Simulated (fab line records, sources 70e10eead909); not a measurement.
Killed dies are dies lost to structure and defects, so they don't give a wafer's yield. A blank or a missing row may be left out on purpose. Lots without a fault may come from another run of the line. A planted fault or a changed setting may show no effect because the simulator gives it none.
Which tool did it? | flow nand_harc | 6 lots, 18 wafers sampled, at 1 step of a route of 1302

WHAT THE GAUGES READ, wafer by wafer
NHARC_A_CONTACT_CD_MEAS_69: target cd 300 nm.
lot  | measured     | on        | cd_nm (nm)
L983 | day 22 00:17 | cd_sem-03 | 299.1 299.3 299.3
L986 | day 23 09:07 | cd_sem-02 | 300.0 299.5 300.3
L987 | day 24 00:38 | cd_sem-03 | 299.8 300.3 300.9
L991 | day 25 16:07 | cd_sem-01 | 299.7 299.7 300.6
L998 | day 28 10:11 | cd_sem-02 | 300.2 299.9 299.7
L105 | day 31 16:10 | cd_sem-03 | 299.6 299.4 299.8

WHICH TOOL RAN EACH LOT (tool, then ch and the chambers of the sampled wafers, then the start)
The record holds no process step before these readings.

THE ANSWER, worked out from the rows above alone
Rule: what is usual is taken from the lots themselves. Put in order of their means at a reading, lots are off if they are a third of the lots or fewer, leave a main group of 4 or more, and stand apart from it by a gap of 3 or more times the standard deviation of the main group's means; of several such gaps the widest counts. A main group whose means are all the same, to the digits that the tables above print for the reading, isn't used. A lot without any number at a reading at which 4 lots or more have one is off too. The other lots that the step has rows for count as sound.
No lot is off at any reading shown: from this, nothing can be told.

WHAT THE SIMULATOR HAD PUT IN
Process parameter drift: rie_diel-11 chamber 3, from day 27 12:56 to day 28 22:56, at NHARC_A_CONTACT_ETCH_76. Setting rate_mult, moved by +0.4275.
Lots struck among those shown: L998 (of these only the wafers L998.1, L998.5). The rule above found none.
